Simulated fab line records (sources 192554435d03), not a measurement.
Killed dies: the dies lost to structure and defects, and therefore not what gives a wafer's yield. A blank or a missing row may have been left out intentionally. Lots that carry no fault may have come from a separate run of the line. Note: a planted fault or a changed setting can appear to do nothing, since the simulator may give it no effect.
Split-lot trial ; flow n5 finfet ; route with 1938 steps; 7 lots, 21 wafers read

== SPLIT DETAILS ==
At N5_BEOL_M0_SAQP_PECVD_00 (deposits SiCN from 3MS/NH3, target thk 8 nm, time 14 s), the setting time s was moved away from the recipe's 14 s on 8 of the 21 wafers read, by -14.0% to +11.3%. This setting was run at the recipe's value on the other wafers.

The reading comes from the split's own step.

== THE READING ==
SiCN_of_BEOL_M0_SAQP_PECVD_00.thk nm (the simulator's own value, which no gauge read), in nm, at N5_BEOL_M0_SAQP_PECVD_00 (deposits SiCN from 3MS/NH3, target thk 8 nm, time 14 s). There is no usual value for it anywhere in the file. Average 8.0 nm, standard deviation 0.13 nm, over the 13 wafers here run with the recipe.

wafer;tool, chamber at the split;time s as run, s;against the recipe;SiCN_of_BEOL_M0_SAQP_PECVD_00.thk nm, nm;against lot-mates on the recipe
L081.3;pecvd-04, 1,2,0;14;recipe;8;-
L081.4;pecvd-04, 1,2,0;14;recipe;8;-
L081.5;pecvd-04, 1,2,0;14;recipe;8;-
L082.1;pecvd-01, 2,0;14.53;+3.8%;8.2;+0.0
L082.2;pecvd-01, 2,0;14.53;+3.8%;8.2;+0.0
L082.5;pecvd-01, 0;14;recipe;8.2;-
L087.3;pecvd-03, 2;14;recipe;7.8;-
L087.4;pecvd-03, 0;14;recipe;8;-
L087.5;pecvd-03, 1;12.04;-14.0%;7;-0.9
L089.2;pecvd-04, 0;14;recipe;7.8;-
L089.4;pecvd-04, 1;13.13;-6.2%;7.4;-0.6
L089.6;pecvd-04, 2;14;recipe;8.2;-
L091.2;pecvd-04, 2;14;recipe;8;-
L091.5;pecvd-04, 2;15.3;+9.3%;8.6;+0.7
L091.6;pecvd-04, 0;14;recipe;7.8;-
L093.1;pecvd-03, 1;14;recipe;7.8;-
L093.3;pecvd-03, 0;15.58;+11.3%;9;+1.1
L093.5;pecvd-03, 1;14;recipe;8;-
L097.1;pecvd-01, 1;14.82;+5.9%;8.4;+0.4
L097.6;pecvd-01, 1;14.82;+5.9%;8.4;+0.4
L097.5;pecvd-01, 0;14;recipe;8;-
Where a row lists several chambers, the file gives one row for several wafers and doesn't say which wafer went through which chamber.

FIT RESULTS
A straight line over all 21 wafers: SiCN_of_BEOL_M0_SAQP_PECVD_00.thk nm changes by +0.076 nm for each +1% of time s; r = +0.96; the points scatter about the line by 0.12 nm.
The same after taking each lot's own level away (the mean of its wafers on the recipe; 21 wafers): +0.0738 nm for each +1%; r = +0.94; scatter 0.15 nm.
That fit puts the effect of the largest move of time s on the reading at 1 nm.
Measured against the standard deviation above, the lots' own levels, which go from 7.90 to 8.20 nm, span 2.3 times it.
The two slopes agree, so the slope changes little with the lot-to-lot level.
Check: for one of the wafers moved furthest among these (-14.0%), held out of the fit, the line's prediction against its lot-mates is -1.18 nm. Against them it came out at -0.9 nm.

== THE OTHER SPLITS THESE WAFERS WENT THROUGH ==
Other splits were also applied to these wafers ahead of the reading. Each is held against what the fit with the lots' levels taken away leaves over:
other split on the same wafers;wafers away from the commonest value;r with SiCN_of_BEOL_M0_SAQP_PECVD_00.thk nm (lot level and that fit taken away)
N5_MOL_CONTACT_COAG_DESCUM_45 time s;5;-0.07

== THE FILE'S OWN FIT ==
SiCN_of_BEOL_M0_SAQP_PECVD_00.thk nm changes by +0.0756 nm for each +1% of time s, r = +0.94.
